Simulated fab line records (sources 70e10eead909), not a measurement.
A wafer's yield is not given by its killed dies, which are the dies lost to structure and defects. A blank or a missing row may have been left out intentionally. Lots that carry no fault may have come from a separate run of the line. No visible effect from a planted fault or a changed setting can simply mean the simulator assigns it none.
Chamber matching	flow nand_harc	cmp-04 running NHARC_A_CHANNEL_FILL_D2_CMP_10: 4 sister chambers
The step polishes, target thk 150 nm. 18 wafers are shown with their chamber, then 9 later ones without.

EACH WAFER AND ITS CHAMBER
wafer	chamber	time_to_endpoint_s (s)	motor_current_A (A)	slurry_filter_dp_kPa (kPa)
L074.2	2	17.3	11.7	13.55
L074.3	1	14.7	12.6	13.66
L074.6	1	12.7	12.1	13.52
L076.1	2	17.0	11.7	13.40
L076.3	0	13.6	11.9	13.39
L076.4	3	14.4	11.8	13.56
L078.1	3	16.0	11.9	13.44
L078.4	1	15.6	12.4	13.51
L078.6	1	15.8	12.3	13.48
L081.2	0	13.0	12.1	13.47
L081.5	3	14.6	10.9	13.37
L081.6	2	15.2	12.6	13.72
L084.1	1	17.7	12.6	13.53
L084.3	2	17.4	12.7	13.31
L084.5	0	15.5	12.4	13.43
L089.1	1	14.8	12.4	13.59
L089.2	2	17.2	11.3	13.60
L089.3	3	13.3	11.5	13.41

SIGNATURES (means of the wafers above)
reading	chamber 0	chamber 1	chamber 2	chamber 3	scatter within a chamber
time_to_endpoint_s	14.033	15.217	16.820	14.575	1.31
motor_current_A	12.133	12.400	12.000	11.525	0.417
slurry_filter_dp_kPa	13.4300	13.5483	13.5160	13.4450	0.104
Rule: for each reading, subtract the chamber's mean from the wafer's reading, divide by that reading's scatter and square the result; add these up over the readings and take the root, which gives the wafer's distance from the chamber. If the next closest chamber is less than 2 further off than the closest, the wafer can't be placed; otherwise it belongs to the closest. The scatter: take each reading less its chamber's mean, square it, sum over the shown wafers, divide by the number of wafers less the number of chambers, and take the root.

WAFERS WITHOUT THEIR CHAMBER
wafer	time_to_endpoint_s (s)	motor_current_A (A)	slurry_filter_dp_kPa (kPa)
L092.1	15.6	12.0	13.36
L092.3	15.3	12.5	13.55
L092.6	14.0	12.6	13.46
L094.4	16.7	11.3	13.64
L094.5	13.3	12.2	13.67
L094.6	15.9	12.6	13.47
L096.1	17.2	11.8	13.58
L096.2	16.1	12.4	13.54
L096.3	15.9	12.3	13.51

CHAMBER TAKEN BY EACH
wafer	from the rows above	in truth
L092.1	can't be placed: 0 or 3 or 2 or 1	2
L092.3	can't be placed: 1 or 2 or 0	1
L092.6	can't be placed: 0 or 1 or 3 or 2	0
L094.4	can't be placed: 2 or 3 or 1 or 0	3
L094.5	can't be placed: 1 or 0 or 3 or 2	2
L094.6	can't be placed: 1 or 2 or 0 or 3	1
L096.1	can't be placed: 2 or 1 or 3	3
L096.2	can't be placed: 1 or 2 or 0 or 3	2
L096.3	can't be placed: 1 or 2 or 0 or 3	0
Correct placement for 0 of the 9. Cannot be placed on the basis of these rows: 9; the candidates contain the true chamber in 9. Number placed wrongly: 0.
